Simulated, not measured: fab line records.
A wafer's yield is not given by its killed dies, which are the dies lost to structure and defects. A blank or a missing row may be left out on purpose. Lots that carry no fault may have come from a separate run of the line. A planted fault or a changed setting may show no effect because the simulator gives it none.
A single fault, viewed from 2 desks ; flow nand-harc ; each desk has only its own numbers; what lay behind them comes last

== DESK OF THE TOOL OWNER: rie-diel-13 ==
The tool's own readings at NHARC_A_CONTACT_ETCH_75 (etches the open film in CF4, target depth 39 nm, time 65 s): means of the sampled wafers that have a number, for each lot that ran on this tool. If a lot's mean is further than 4 standard deviations from the usual mean, the lot is out of limits and carries the mark OUT (the distance appears in the brackets).
Columns: A = drypump-motor-current-A at NHARC_A_CONTACT_ETCH_75, usual 5.5 A; B = oes-product-au at NHARC_A_CONTACT_ETCH_75, usual 1.000 a.u.; C = rf-vpp-V at NHARC_A_CONTACT_ETCH_75, usual 150.8 V; D = run-length-s at NHARC_A_CONTACT_ETCH_75, usual 86.2 s; E = showerhead-plenum-p-Torr at NHARC_A_CONTACT_ETCH_75, usual 1.74 Torr; F = throttle-valve-pct at NHARC_A_CONTACT_ETCH_75, usual 13.285 %
lot;first seen here;A;B;C;D;E;F
L554;day 21 20:58;5.4;0.996;151.7;86.5;1.74;13.293
L556;day 22 13:22;5.2;1.005;151.1;86.4;1.71;13.279
L558;day 23 08:21;5.5;0.992;151.6;86.2;1.80;13.282
L559;day 23 20:36;5.6;0.993;151.9;86.3;1.79;13.284
L567;day 27 17:29;5.2;0.993;151.0;80.8 (-14) OUT;1.71;13.282
L570;day 28 00:00;5.2;1.003;151.0;75.9 (-26) OUT;1.72;13.284
L571;day 28 14:56;5.4;1.001;150.1;78.5 (-20) OUT;1.74;13.279
L575;day 30 20:38;5.3;0.988;150.3;85.8;1.75;13.281
L576;day 30 23:58;5.6;1.003;150.8;86.5;1.78;13.301
L577;day 31 07:49;5.2;0.997;150.0;86.3;1.71;13.284
Finding of this desk: L567, L570, L571 out of limits; the first was L567 at day 27 17:29, on run-length-s at NHARC_A_CONTACT_ETCH_75. In limits: L554, L556, L558, L559, L575, L576, L577.

== METROLOGY DESK ==
Means of the sampled wafers that have a number, per lot and without regard to the tool the lot ran on: this is what the gauges read. If a lot's mean is further than 4 standard deviations from the usual mean, the lot is out of limits and carries the mark OUT (the distance appears in the brackets).
Columns: A = cd-nm at NHARC_A_CONTACT_CD_MEAS_53, usual 289.5 nm; B = overlay-x-nm at NHARC_A_CONTACT_OVL_MEAS_70, usual 0.0 nm; C = overlay-y-nm at NHARC_A_CONTACT_OVL_MEAS_70, usual 0.2 nm
lot;first seen here;A;B;C
L554;day 21 13:34;289.2;-0.3;-0.6
L556;day 22 08:00;290.5;0.2;0.0
L558;day 23 00:22;289.1;-0.1;-1.4
L559;day 23 13:41;289.7;0.9;0.3
L561;day 24 13:41;289.8;-0.2;0.1
L567;day 27 09:14;288.6;-0.4;-0.1
L570;day 27 18:47;289.6;0.6;0.2
L572;day 28 06:22;289.9;-1.6;1.0
L571;day 28 09:16;289.8;0.3;-0.6
L575;day 30 14:14;289.2;-0.0;-0.8
L576;day 30 15:58;290.0;-1.3;-0.1
L577;day 31 01:11;289.9;0.5;1.2
This desk's verdict: no lot among the 12 shows anything out of limits.

== ALL TOGETHER ==
An alarm could have come from the tool owner's desk at day 27 17:29, on L567, L570, L571.
The metrology desk saw nothing out of limits.
The metrology desk holds a record of L567, L570, L571, inside its limits.
Of the lots named, all ran NHARC_A_CONTACT_ETCH_75 on rie-diel-13.

== WHAT WAS PUT IN BY THE SIMULATOR ==
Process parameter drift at NHARC_A_CONTACT_ETCH_75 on rie-diel-13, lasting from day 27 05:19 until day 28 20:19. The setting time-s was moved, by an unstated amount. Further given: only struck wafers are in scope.
Lots struck among those shown: L567, L570, L571.
Delay in hours, fault start to first out-of-limits reading, by desk: the tool owner's desk at 12.
